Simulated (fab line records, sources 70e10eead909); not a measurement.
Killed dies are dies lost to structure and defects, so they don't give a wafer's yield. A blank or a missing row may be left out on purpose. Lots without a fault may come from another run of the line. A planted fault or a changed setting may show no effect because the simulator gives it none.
Chamber matching | flow nand_harc | NHARC_A_M0_ETCH_34 on rie_diel-06: 4 sister chambers
The step etches the open film in N2/H2, target depth 40 nm, overetch 12 nm, time 43.94 s. 8 wafers are shown with their chamber, then 9 later ones without.

WAFERS WITH THEIR CHAMBER
wafer  | chamber | rf_vpp_V (V) | throttle_valve_pct (%)
L083.1 | 3       | 433.4        | 14.174
L083.6 | 1       | 431.5        | 14.167
L088.3 | 2       | 434.0        | 14.182
L088.4 | 3       | 431.0        | 14.180
L088.5 | 2       | 434.6        | 14.185
L092.1 | 0       | 430.1        | 14.155
L092.2 | 1       | 431.4        | 14.177
L092.5 | 0       | 430.5        | 14.151

WAFERS WITHOUT THEIR CHAMBER
wafer  | rf_vpp_V (V) | throttle_valve_pct (%)
L095.2 | 433.7        | 14.165
L095.3 | 431.7        | 14.171
L095.6 | 431.7        | 14.160
L094.1 | 433.0        | 14.174
L094.2 | 433.8        | 14.178
L094.6 | 432.7        | 14.168
L096.1 | 430.1        | 14.153
L096.3 | 434.7        | 14.168
L096.4 | 431.5        | 14.170

WHICH CHAMBER EACH WENT THROUGH
wafer  | from the rows above               | in truth
L095.2 | can't be placed: 1 or 3 or 2 or 0 | 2
L095.3 | can't be placed: 1 or 3           | 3
L095.6 | can't be placed: 0 or 1 or 3      | 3
L094.1 | can't be placed: 3 or 1 or 2      | 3
L094.2 | can't be placed: 2 or 3 or 1      | 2
L094.6 | can't be placed: 1 or 3           | 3
L096.1 | 0                                 | 0
L096.3 | can't be placed: 3 or 2 or 1      | 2
L096.4 | can't be placed: 1 or 3           | 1
Placed correctly: 1 of 9. Can't be placed from these rows: 8 (the true chamber is among the candidates in 8). Placed wrongly: 0.
How it was worked out, from the rows above alone: a wafer's distance from a chamber is the root of the sum, over the readings, of the square of ((its reading less the chamber's mean) divided by the reading's scatter). The wafer belongs to the nearest chamber; if the next one is less than 2 further off, it can't be placed. A chamber's mean is the mean of its shown wafers. The scatter: the root of (the sum of the squares of (reading less its chamber's mean) over the shown wafers, divided by (wafers less chambers)).
